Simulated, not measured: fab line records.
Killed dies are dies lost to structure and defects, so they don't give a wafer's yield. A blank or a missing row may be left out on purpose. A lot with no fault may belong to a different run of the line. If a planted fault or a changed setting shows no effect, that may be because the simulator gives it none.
Which tool was responsible? | flow n5 finfet | 10 lots, 28 wafers sampled, at 5 steps of a route of 1938

WHAT EACH GAUGE READ, for each wafer
N5_DUMMY_GATE_CD_MEAS_24 targets a cd of 15 nm. Usual: 15.0 nm for cd nm, sd 0.43.
lot  | measured    | on        | cd nm (nm)     | flag
L843 | day 3 19:19 | cd sem-03 | 15.2 14.6 15.4 |
L844 | day 4 02:02 | cd sem-01 | 15.0 15.3 15.0 |
L847 | day 4 21:03 | cd sem-01 | 15.5 15.5 15.1 |
L848 | day 5 02:44 | cd sem-01 | 14.4 15.6 14.3 |
L849 | day 5 06:14 | cd sem-01 | 14.5 15.3 15.2 |
L850 | day 5 12:37 | cd sem-01 | 15.4 15.4 15.1 |
L851 | day 5 17:03 | cd sem-01 | 14.4 15.7 14.9 |
L857 | day 7 09:11 | cd sem-02 | 14.3 14.7      |
L861 | day 8 06:05 | cd sem-02 | 14.7 15.6      |
L862 | day 8 10:06 | cd sem-02 | 14.8 15.1 14.7 |

N5_BEOL_M4_RC_MEAS_101. Usual: DIBL_N 36.0 mV/V, standard deviation 1.7; DIBL_P 36.0 mV/V, standard deviation 2; IOFF_N 0.156 nA/um, standard deviation 0.028; IOFF_P 0.21 nA/um, standard deviation 0.04; ION_N 673 uA/um, standard deviation 12; ION_P 463 uA/um, standard deviation 8.3; SS_N 71.4 mV/dec, standard deviation 0.6; SS_P 73.3 mV/dec, standard deviation 0.66; VT_N 250 mV, standard deviation 3; VT_P -250 mV, standard deviation 3.8.
lot  | measured     | on        | DIBL_N (mV/V)  | DIBL_P (mV/V)  | IOFF_N (nA/um)    | IOFF_P (nA/um) | ION_N (uA/um) | ION_P (uA/um) | SS_N (mV/dec)  | SS_P (mV/dec)  | VT_N (mV)   | VT_P (mV)      | flag
L843 | day 8 11:33  | prober-02 | 36.9 36.9 34.7 | 36.3 35.9 34.3 | 0.167 0.153 0.123 | 0.18 0.18 0.16 | 677 660 672   | 461 448 457   | 71.3 71.9 70.7 | 73.6 73.7 72.6 | 250 255 254 | -254 -255 -254 |
L844 | day 8 13:30  | prober-01 | 36.4 35.6 35.0 | 39.0 36.4 36.8 | 0.167 0.153 0.141 | 0.26 0.22 0.21 | 684 667 660   | 469 466 462   | 72.0 71.8 70.9 | 73.6 72.4 73.0 | 249 253 251 | -245 -247 -249 |
L847 | day 9 17:29  | prober-01 | 36.7 38.2 37.4 | 35.6 37.2 36.1 | 0.160 0.192 0.167 | 0.20 0.23 0.21 | 682 669 680   | 462 458 463   | 72.3 71.8 71.4 | 72.7 73.3 73.8 | 249 245 247 | -252 -249 -249 |
L848 | day 9 16:02  | prober-02 | 36.1 36.3 36.6 | 35.1 35.6 35.9 | 0.155 0.168 0.159 | 0.20 0.22 0.22 | 669 681 673   | 462 465 461   | 71.7 70.9 71.8 | 73.6 73.2 74.5 | 252 248 251 | -251 -247 -250 |
L849 | day 10 00:16 | prober-02 | 37.0 36.4 36.6 | 36.3 35.2 36.0 | 0.172 0.160 0.163 | 0.20 0.18 0.19 | 684 684 682   | 466 468 461   | 72.0 71.0 71.5 | 73.8 73.5 73.7 | 248 248 251 | -253 -253 -253 |
L850 | day 10 11:10 | prober-02 | 32.3 34.6 34.7 | 32.4 35.4 35.3 | 0.112 0.156 0.142 | 0.19 0.23 0.22 | 658 682 660   | 462 467 459   | 70.2 71.0 71.6 | 72.7 73.5 73.2 | 254 250 252 | -249 -247 -247 |
L851 | day 10 20:08 | prober-01 | 39.2 32.8 35.6 | 38.8 30.8 34.7 | 0.220 0.107 0.146 | 0.28 0.16 0.21 | 699 658 670   | 477 465 463   | 72.1 70.5 71.4 | 74.7 72.3 73.2 | 243 254 252 | -247 -252 -252 |
L857 | day 12 10:09 | prober-02 | 38.8 37.1      | 38.5 36.2      | 0.179 0.156       | 0.24 0.22      | 675 687       | 463 470       | 71.9 71.3      | 73.6 72.2      | 249 248     | -250 -248      |
L861 | day 13 08:37 | prober-02 | 34.3 34.2      | 34.3 33.8      | 0.137 0.136       | 0.20 0.19      | 671 672       | 463 468       | 71.6 70.3      | 73.4 72.6      | 252 250     | -247 -249      |
L862 | day 13 10:40 | prober-01 | 35.1 36.1 35.9 | 35.2 36.0 36.8 | 0.132 0.156 0.150 | 0.16 0.18 0.19 | 676 674 680   | 463 461 462   | 70.9 71.5 71.0 | 72.4 73.2 72.9 | 251 250 251 | -254 -256 -253 |

TOOL THAT RAN EACH LOT (tool first, then ch and the chambers of the sampled wafers, then the start)
lot  | N5_SD_EPI_N_VAPOR_ETCH_50      | N5_SD_EPI_P_ETCH_36               | N5_SD_EPI_P_STRIP_40
L843 | epi rpcvd-04 ch 0, day 3 23:44 | rie diel-05 ch 2,3, day 4 03:37   | plasma asher-01 ch 0,1, day 4 04:25
L844 | epi rpcvd-02 ch 0, day 4 05:29 | rie diel-02 ch 0,2,3, day 4 08:28 | plasma asher-02 ch 0, day 4 09:17
L847 | epi rpcvd-04 ch 0, day 5 00:28 | rie diel-05 ch 0,2,3, day 5 05:00 | plasma asher-01 ch 0, day 5 05:47
L848 | epi rpcvd-02 ch 0, day 5 06:16 | rie diel-04 ch 0,2,3, day 5 09:14 | plasma asher-01 ch 0,1, day 5 10:02
L849 | epi rpcvd-03 ch 0, day 5 09:23 | rie diel-02 ch 1,2, day 5 12:22   | plasma asher-01 ch 0,1, day 5 13:10
L850 | epi rpcvd-04 ch 0, day 5 15:32 | rie diel-05 ch 2,3, day 5 18:43   | plasma asher-01 ch 0,1, day 5 19:32
L851 | epi rpcvd-03 ch 0, day 5 19:53 | rie diel-05 ch 0,1,2, day 5 22:57 | plasma asher-02 ch 0,1, day 5 23:44
L857 | epi rpcvd-04 ch 0, day 7 12:04 | rie diel-05 ch 1,2, day 7 15:22   | plasma asher-01 ch 0,1, day 7 16:09
L861 | epi rpcvd-04 ch 0, day 8 09:20 | rie diel-05 ch 0,1, day 8 12:32   | plasma asher-01 ch 0,1, day 8 13:20
L862 | epi rpcvd-02 ch 0, day 8 14:47 | rie diel-04 ch 1,2,3, day 8 20:30 | plasma asher-01 ch 0,1, day 8 21:18
- N5_SD_EPI_N_VAPOR_ETCH_50: etches Si in HCl, time 54 s.
- N5_SD_EPI_P_ETCH_36: etches SiARC in CF4, target depth 45.5 nm, time 75.8 s.
- N5_SD_EPI_P_STRIP_40: strips in N2/H2.

WHAT THE TOOLS THEMSELVES READ (means of the sampled wafers that have a number; where no wafer has one, the mark that the record gives instead)
N5_SD_EPI_N_VAPOR_ETCH_50. Usual: 11.8 % for throttle valve pct, sd 0.35.
lot  | tool         | throttle valve pct (%) | flag
L843 | epi rpcvd-04 | 12.2                   |
L844 | epi rpcvd-02 | 11.8                   |
L847 | epi rpcvd-04 | 12.2                   |
L848 | epi rpcvd-02 | 11.7                   |
L849 | epi rpcvd-03 | 11.4                   |
L850 | epi rpcvd-04 | 12.4                   |
L851 | epi rpcvd-03 | 11.6                   |
L857 | epi rpcvd-04 | 12.2                   |
L861 | epi rpcvd-04 | 12.2                   |
L862 | epi rpcvd-02 | 11.6                   |

N5_SD_EPI_P_ETCH_36. Usual: drypump motor current A 5.9 A, standard deviation 0.5; etch rf on time s 76.2 s, standard deviation 1.6; oes product au 0.68 a.u., standard deviation 0.075; rf vpp V 183.8 V, standard deviation 1.1; showerhead plenum p Torr 2.13 Torr, standard deviation 0.066; throttle valve pct 15.56 %, standard deviation 0.19.
lot  | tool        | drypump motor current A (A) | etch rf on time s (s) | oes product au (a.u.) | rf vpp V (V) | showerhead plenum p Torr (Torr) | throttle valve pct (%) | flag
L843 | rie diel-05 | 6.4                         | 76.6                  | 0.76                  | 183.2        | 2.09                            | 15.43                  |
L844 | rie diel-02 | 6.1                         | 76.4                  | 0.68                  | 184.2        | 2.12                            | 15.71                  |
L847 | rie diel-05 | 6.1                         | 76.3                  | 0.72                  | 183.9        | 2.14                            | 15.49                  |
L848 | rie diel-04 | 5.5                         | 75.7                  | 0.59                  | 183.0        | 2.15                            | 15.75                  |
L849 | rie diel-02 | 6.4                         | 78.6                  | 0.64                  | 184.4        | 2.14                            | 15.90                  |
L850 | rie diel-05 | 6.4                         | 77.0                  | 0.74                  | 182.9        | 2.09                            | 15.47                  |
L851 | rie diel-05 | 5.8                         | 75.8                  | 0.70                  | 183.0        | 2.14                            | 15.51                  |
L857 | rie diel-05 | 6.0                         | 55.3                  | 0.87                  | 183.4        | 2.09                            | 15.52                  | OFF
L861 | rie diel-05 | 5.5                         | 55.3                  | 0.76                  | 183.3        | 2.13                            | 15.54                  | OFF
L862 | rie diel-04 | 5.5                         | 75.2                  | 0.66                  | 184.4        | 2.23                            | 15.49                  |

N5_SD_EPI_P_STRIP_40. Usual: drypump motor current A 5.9 A, standard deviation 0.4; heater power w 326 W, standard deviation 23; oes product au 0.762 a.u., standard deviation 0.011.
lot  | tool            | drypump motor current A (A) | heater power w (W) | oes product au (a.u.) | flag
L843 | plasma asher-01 | 6.1                         | 324                | 0.775                 |
L844 | plasma asher-02 | 5.3                         | 307                | 0.760                 |
L847 | plasma asher-01 | 6.2                         | 302                | 0.754                 |
L848 | plasma asher-01 | 6.2                         | 315                | 0.771                 |
L849 | plasma asher-01 | 6.2                         | 315                | 0.759                 |
L850 | plasma asher-01 | 6.2                         | 312                | 0.761                 |
L851 | plasma asher-02 | 5.3                         | 325                | 0.762                 |
L857 | plasma asher-01 | 6.2                         | 326                | 0.767                 |
L861 | plasma asher-01 | 6.2                         | 323                | 0.748                 |
L862 | plasma asher-01 | 6.1                         | 328                | 0.756                 |

THE ANSWER, worked out from the rows above alone
Rule: a lot counts as off when the mean over its wafers that have a number is more than 3 standard deviations away from the usual mean. Also off: a lot with no number at a reading for which 4 or more lots have one. The other lots that the step has rows for count as sound. The gauges are gone through in route order, then the tools' own readings, and for those a lot's mean is taken as printed above. The first step at which some lot is off is used, and at that step the reading that is off furthest; a lot without a number counts as furthest.
Off: L857, L861 (N5_SD_EPI_P_ETCH_36, etch rf on time s).
If a tool, at that step or one of the process steps before it, ran each lot that is off and ran no sound lot following the first of them, it fits. 2 tools fit, epi rpcvd-04 at N5_SD_EPI_N_VAPOR_ETCH_50 and rie diel-05 at N5_SD_EPI_P_ETCH_36, so this cannot tell which one it is.

WHAT THE SIMULATOR HAD PUT IN
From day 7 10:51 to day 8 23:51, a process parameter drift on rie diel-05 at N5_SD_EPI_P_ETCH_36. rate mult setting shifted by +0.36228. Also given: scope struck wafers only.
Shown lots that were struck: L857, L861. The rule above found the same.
